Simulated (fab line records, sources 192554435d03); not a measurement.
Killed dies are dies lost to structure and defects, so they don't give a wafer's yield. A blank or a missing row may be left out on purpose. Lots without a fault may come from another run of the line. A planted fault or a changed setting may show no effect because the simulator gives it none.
Chamber matching | flow n5_finfet | N5_STI_FIN_REVEAL_ALD_00 on ald_sin-01: 4 sister chambers
The step deposits SiO2, target thk 1 nm, pulse time 1 s. 18 wafers are shown with their chamber, then 9 later ones without.

WAFERS WITH THEIR CHAMBER
wafer  | chamber | heater_power_w (W) | precursor_pulse_height_rel
L074.2 | 1       | 494                | 1.006
L074.3 | 2       | 459                | 1.020
L074.5 | 3       | 431                | 0.992
L081.1 | 3       | 433                | 1.011
L081.2 | 2       | 463                | 0.971
L081.6 | 0       | 543                | 1.012
L082.1 | 1       | 496                | 0.982
L082.4 | 0       | 540                | 0.995
L082.6 | 2       | 472                | 0.982
L088.1 | 2       | 466                | 1.001
L088.2 | 0       | 531                | 1.016
L088.4 | 3       | 427                | 1.025
L091.2 | 3       | 439                | 1.032
L091.3 | 2       | 474                | 1.006
L091.5 | 3       | 448                | 1.019
L092.2 | 0       | 536                | 1.023
L092.4 | 3       | 451                | 1.031
L092.6 | 2       | 470                | 0.968

SIGNATURES (means of the wafers above)
reading                    | chamber 0 | chamber 1 | chamber 2 | chamber 3 | scatter within a chamber
heater_power_w             | 537.50    | 495.00    | 467.33    | 438.17    | 7.13
precursor_pulse_height_rel | 1.01150   | 0.99400   | 0.99133   | 1.01833   | 0.017
Rule: a wafer's distance from a chamber is the root of the sum, over the readings, of the square of ((its reading less the chamber's mean) divided by the reading's scatter). The wafer belongs to the nearest chamber; if the next one is less than 2 further off, it can't be placed. The scatter: the root of (the sum of the squares of (reading less its chamber's mean) over the shown wafers, divided by (wafers less chambers)).

WAFERS WITHOUT THEIR CHAMBER
wafer  | heater_power_w (W) | precursor_pulse_height_rel
L094.2 | 552                | 0.999
L094.4 | 514                | 0.989
L094.5 | 507                | 0.982
L096.2 | 450                | 0.980
L096.3 | 473                | 0.970
L096.6 | 503                | 0.984
L097.2 | 445                | 0.996
L097.4 | 464                | 0.967
L097.6 | 442                | 0.991

WHICH CHAMBER EACH WENT THROUGH
wafer  | from the rows above     | in truth
L094.2 | 0                       | 0
L094.4 | can't be placed: 1 or 0 | 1
L094.5 | 1                       | 1
L096.2 | can't be placed: 2 or 3 | 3
L096.3 | can't be placed: 2 or 1 | 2
L096.6 | 1                       | 1
L097.2 | can't be placed: 3 or 2 | 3
L097.4 | 2                       | 2
L097.6 | can't be placed: 3 or 2 | 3
Placed correctly: 4 of 9. Can't be placed from these rows: 5 (the true chamber is among the candidates in 5). Placed wrongly: 0.
